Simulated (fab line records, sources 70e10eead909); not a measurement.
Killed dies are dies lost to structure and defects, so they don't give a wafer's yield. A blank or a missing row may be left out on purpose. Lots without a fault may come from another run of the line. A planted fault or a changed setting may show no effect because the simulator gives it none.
Which tool did it? | flow nand_harc | 15 lots, 45 wafers sampled, at 1 step of a route of 1302

WHAT THE GAUGES READ, wafer by wafer
NHARC_A_BONDPAD_OVL_MEAS_35. Usual: overlay_x_nm 0 nm, standard deviation 4; overlay_y_nm 1 nm, standard deviation 6.9.
lot  | measured     | on         | overlay_x_nm (nm) | overlay_y_nm (nm) | flag
L136 | day 23 05:43 | overlay-01 | 5 5 6             | -11 -10 -10       |
L138 | day 24 14:04 | overlay-01 | 5 5 5             | 4 4 3             |
L137 | day 24 14:46 | overlay-02 | -1 -1 -2          | 6 6 6             |
L144 | day 27 20:12 | overlay-01 | 6 5 5             | 8 8 8             |
L146 | day 28 00:44 | overlay-01 | -1 -2 -2          | 3 3 3             |
L147 | day 29 00:52 | overlay-02 | 1 1 0             | 0 0 0             |
L148 | day 29 04:50 | overlay-01 | 4 4 4             | -14 -15 -15       |
L151 | day 29 17:45 | overlay-01 | 1 2 1             | 2 3 2             |
L153 | day 30 17:36 | overlay-01 | -2 -2 -1          | 4 4 4             |
L152 | day 30 18:37 | overlay-01 | 1 1 0             | 12 12 13          |
L156 | day 31 09:18 | overlay-01 | -1 -1 0           | 5 5 5             |
L154 | day 31 10:44 | overlay-01 | 1 1 1             | -3 -4 -4          |
L155 | day 31 14:46 | overlay-02 | -10 -10 -10       | -10 -9 -10        |
L157 | day 32 02:02 | overlay-02 | 1 1 1             | 13 13 13          |
L158 | day 32 16:03 | overlay-02 | 2 2 2             | 4 4 4             |

WHICH TOOL RAN EACH LOT (tool, then ch and the chambers of the sampled wafers, then the start)
The record holds no process step before these readings.

WHAT THE TOOLS THEMSELVES READ (means of the sampled wafers that have a number; where no wafer has one, the mark that the record gives instead)
The record holds no such reading with a usual standard deviation.

THE ANSWER, worked out from the rows above alone
Rule: a lot is off if the mean of its wafers that have a number lies more than 3 standard deviations from the usual mean. A lot without any number at a reading at which 4 lots or more have one is off too. The other lots that the step has rows for count as sound. The gauges are gone through in route order, then the tools' own readings, and for those a lot's mean is taken as printed above. The first step at which some lot is off is used, and at that step the reading that is off furthest; a lot without a number counts as furthest.
No lot is off at any reading shown: from this, nothing can be told.

WHAT THE SIMULATOR HAD PUT IN
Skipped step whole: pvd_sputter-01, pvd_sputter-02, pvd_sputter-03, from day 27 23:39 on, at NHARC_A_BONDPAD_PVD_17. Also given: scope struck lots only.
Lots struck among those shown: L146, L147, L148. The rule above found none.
